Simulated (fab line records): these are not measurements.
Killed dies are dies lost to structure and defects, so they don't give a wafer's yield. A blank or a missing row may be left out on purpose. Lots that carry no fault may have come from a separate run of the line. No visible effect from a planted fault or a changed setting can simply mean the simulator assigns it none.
The tool behind it: which one? | flow n5Finfet | 12 lots, 36 wafers sampled, at 3 steps of a route of 1938

== WHAT THE GAUGES SHOWED, per wafer ==
N5_BEOL_M2_INSPECT_59: inspects for defects (darkfield).
lot  | measured     | on               | rawDefectCount
L074 | day 6 21:40  | defectInspect-01 | 59 106 79
L077 | day 7 13:05  | defectInspect-01 | 93 90 53
L079 | day 8 04:36  | defectInspect-02 | 109 100 67
L081 | day 8 16:32  | defectInspect-01 | 42 72 77
L082 | day 8 20:59  | defectInspect-01 | 46 107 67
L085 | day 9 10:44  | defectInspect-01 | 58 43 72
L087 | day 9 20:52  | defectInspect-02 | 46 102 70
L088 | day 10 12:46 | defectInspect-01 | 67 78 74
L089 | day 10 23:12 | defectInspect-02 | 49 90 69
L093 | day 11 09:41 | defectInspect-01 | 47 35 47
L095 | day 11 23:29 | defectInspect-01 | 73 59 74
L097 | day 12 15:07 | defectInspect-01 | 33 40 49

== WHAT TOOL EACH LOT RAN ON (gives the tool, then ch and the chambers of the sampled wafers, and finally the start) ==
lot  | N5_BEOL_M2_SPUTTER_94       | N5_BEOL_M2_PRE_CLEAN_60
L074 | pvdSputter-02, day 6 20:20  | cvdCo-02 ch 0,1,2, day 6 21:25
L077 | pvdSputter-03, day 7 11:47  | cvdCo-01 ch 1,2, day 7 12:50
L079 | pvdSputter-01, day 8 03:19  | cvdCo-02 ch 0,1, day 8 04:21
L081 | pvdSputter-01, day 8 15:13  | cvdCo-01 ch 0,2, day 8 16:17
L082 | pvdSputter-01, day 8 19:41  | cvdCo-01 ch 0,2, day 8 20:44
L085 | pvdSputter-02, day 9 09:12  | cvdCo-02 ch 0,1,2, day 9 10:29
L087 | pvdSputter-03, day 9 19:18  | cvdCo-02 ch 0,2, day 9 20:37
L088 | pvdSputter-02, day 10 11:25 | cvdCo-01 ch 0,1,2, day 10 12:31
L089 | pvdSputter-02, day 10 21:53 | cvdCo-01 ch 0,2, day 10 22:57
L093 | pvdSputter-03, day 11 08:23 | cvdCo-01 ch 0,1,2, day 11 09:26
L095 | pvdSputter-02, day 11 22:11 | cvdCo-02 ch 0,2, day 11 23:14
L097 | pvdSputter-01, day 12 13:49 | cvdCo-02 ch 0,1,2, day 12 14:52
- N5_BEOL_M2_SPUTTER_94: material Cu, target thk 4.5 nm, time 8.29 s.
- N5_BEOL_M2_PRE_CLEAN_60: time 15 s.

== THE ANSWER, worked out from the rows above alone ==
Rule: usual is defined by the lots themselves. Put in order of their means at a reading, lots are off if they are a third of the lots or fewer, leave a main group of 4 or more, and stand apart from it by a gap of 3 or more times the standard deviation of the main group's means; of several such gaps the widest counts. A main group whose means are all the same, to the digits that the tables above print for the reading, isn't used. Also off: a lot with no number at a reading for which 4 or more lots have one. The other lots that the step has rows for count as sound.
None of the lots is off at any reading shown; this tells nothing.

== WHAT THE SIMULATOR HAD PUT IN ==
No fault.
